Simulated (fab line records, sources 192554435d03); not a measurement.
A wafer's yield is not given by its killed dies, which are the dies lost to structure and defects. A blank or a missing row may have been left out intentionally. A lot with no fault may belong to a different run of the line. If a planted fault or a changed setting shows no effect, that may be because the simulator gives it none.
A single fault, viewed from 2 desks || flow n5-finfet || each desk has only its own numbers; what lay behind them comes last

== FROM THE METROLOGY DESK ==
What the gauges read for every lot (on any tool): the sampled wafers with a number, averaged. The brackets show how far a lot's mean lies from the usual mean; more than 4 standard deviations puts the lot out of limits, marked OUT. Only the readings that lie furthest out on some lot appear, 7 of the 10 it has.
Columns: A = DIBL_N at N5_BEOL_M4_RC_MEAS_101, usual 35.4 mV/V; B = IOFF_N at N5_BEOL_M4_RC_MEAS_101, usual 0.15 nA/um; C = ION_N at N5_BEOL_M4_RC_MEAS_101, usual 677 uA/um; D = SS_N at N5_BEOL_M4_RC_MEAS_101, usual 71.4 mV/dec; E = SS_P at N5_BEOL_M4_RC_MEAS_101, usual 72.9 mV/dec; F = VT_N at N5_BEOL_M4_RC_MEAS_101, usual 250 mV; G = VT_P at N5_BEOL_M4_RC_MEAS_101, usual -251 mV
{"lot": "L804", "first seen here": "day 10 09:54", "A": 33.5, "B": 0.12, "C": 667, "D": 70.8, "E": 72.5, "F": 252, "G": -249}
{"lot": "L803", "first seen here": "day 10 10:50", "A": 36.8, "B": 0.17, "C": 690, "D": 70.7, "E": 73.3, "F": 248, "G": -250}
{"lot": "L814", "first seen here": "day 12 19:35", "A": 34.3, "B": 0.13, "C": 675, "D": 70.8, "E": 73.2, "F": 253, "G": -252}
{"lot": "L818", "first seen here": "day 14 15:46", "A": 34.2, "B": 0.13, "C": 673, "D": 70.9, "E": 71.9, "F": 251, "G": -248}
This desk found nothing out of limits on any of the 4 lots.

== FOR THE TOOL OWNER'S DESK: ald-sin-01 ==
The tool's own readings at N5_FIN_SAQP_ALD_61 (deposits SiO2, target thk 4 nm, pulse time 1 s, purge time 2 s): means of the sampled wafers that have a number, for each lot that ran on this tool. The brackets show how far a lot's mean lies from the usual mean; more than 4 standard deviations puts the lot out of limits, marked OUT.
Columns: A = chamber-pressure-Torr at N5_FIN_SAQP_ALD_61, usual 2.000 Torr; B = heater-power-w at N5_FIN_SAQP_ALD_61, usual 460 W; C = precursor-pulse-height-rel at N5_FIN_SAQP_ALD_61, usual 1.000
{"lot": "L804", "first seen here": "day 3 20:56", "A": 2.000, "B": 466, "C": 0.979}
{"lot": "L803", "first seen here": "day 3 21:07", "A": 1.999, "B": 455, "C": 1.004}
{"lot": "L818", "first seen here": "day 7 08:32", "A": 2.003, "B": 466, "C": 0.983}
This desk found nothing out of limits on any of the 3 lots.

== PUT TOGETHER ==
From the metrology desk's view, nothing was out of limits.
The tool owner's desk saw nothing out of limits.

== WHAT HAD BEEN PUT IN BY THE SIMULATOR ==
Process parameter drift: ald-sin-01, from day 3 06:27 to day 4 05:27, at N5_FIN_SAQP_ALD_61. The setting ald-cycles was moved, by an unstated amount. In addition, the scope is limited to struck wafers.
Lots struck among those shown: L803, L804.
